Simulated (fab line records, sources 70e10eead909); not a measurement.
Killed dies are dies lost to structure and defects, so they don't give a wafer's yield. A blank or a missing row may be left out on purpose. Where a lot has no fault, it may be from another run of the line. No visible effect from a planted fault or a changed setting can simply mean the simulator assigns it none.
The same fault as seen by 2 desks	flow nandHarc	each desk has only its own numbers; what lay behind them comes last

## FOR THE TOOL OWNER'S DESK: wetBench-07
The tool's own readings at NHARC_A_STAIRCASE_STRIP_255 (strips in SPM, time 900 s): means of the sampled wafers that have a number, for each lot that ran on this tool. Marked OUT: a lot whose mean sits more than 4 standard deviations from the usual mean, which makes it out of limits; the brackets give that distance.
Columns: A = bathGuardTempC at NHARC_A_STAIRCASE_STRIP_255, usual 129.9 C
lot	first seen here	A
L476	day 10 13:38	130.0
L477	day 11 16:52	129.6
L479	day 12 03:16	129.8
L480	day 12 06:19	130.0
L484	day 12 23:41	129.8
L485	day 14 08:25	129.8
L497	day 17 02:47	129.5
This desk found nothing out of limits on any of the 7 lots.

## FROM THE METROLOGY DESK
What the gauges read, lot by lot, whatever tool the lot ran on: means of the sampled wafers that have a number. Marked OUT: a lot whose mean sits more than 4 standard deviations from the usual mean, which makes it out of limits; the brackets give that distance.
Columns: A = overlayXNm at NHARC_HYBRID_BOND_OVL_MEAS_05, usual -6 nm; B = overlayYNm at NHARC_HYBRID_BOND_OVL_MEAS_05, usual -1 nm; C = thkNm at NHARC_THIN_TSV_THK_MEAS_02, usual 3021 nm
lot	first seen here	A	B	C
L476	day 17 20:02	-30	-16	3113
L477	day 18 17:40	-6	27	3251
L478	day 18 22:03	-5	-14	3165
L479	day 18 22:04	-29	-24	2868
L480	day 19 04:00	-17	1	3099
L484	day 20 01:21	20	-16	2665
L482	day 20 09:25	4	-0	3010
L489	day 20 21:34	31	18	2991
L485	day 21 01:56	-2	-19	2629
L490	day 21 17:51	-4	-4	2975
L492	day 22 21:39	-9	20	2672
L497	day 24 00:04	6	11	2849
L498	day 24 00:04	-13	-9	3268
L499	day 24 14:11	5	15	3079
This desk found nothing out of limits on any of the 14 lots.

## PUT TOGETHER
The desk of the tool owner found nothing out of limits.
From the metrology desk's view, nothing was out of limits.

## WHAT HAD BEEN PUT IN BY THE SIMULATOR
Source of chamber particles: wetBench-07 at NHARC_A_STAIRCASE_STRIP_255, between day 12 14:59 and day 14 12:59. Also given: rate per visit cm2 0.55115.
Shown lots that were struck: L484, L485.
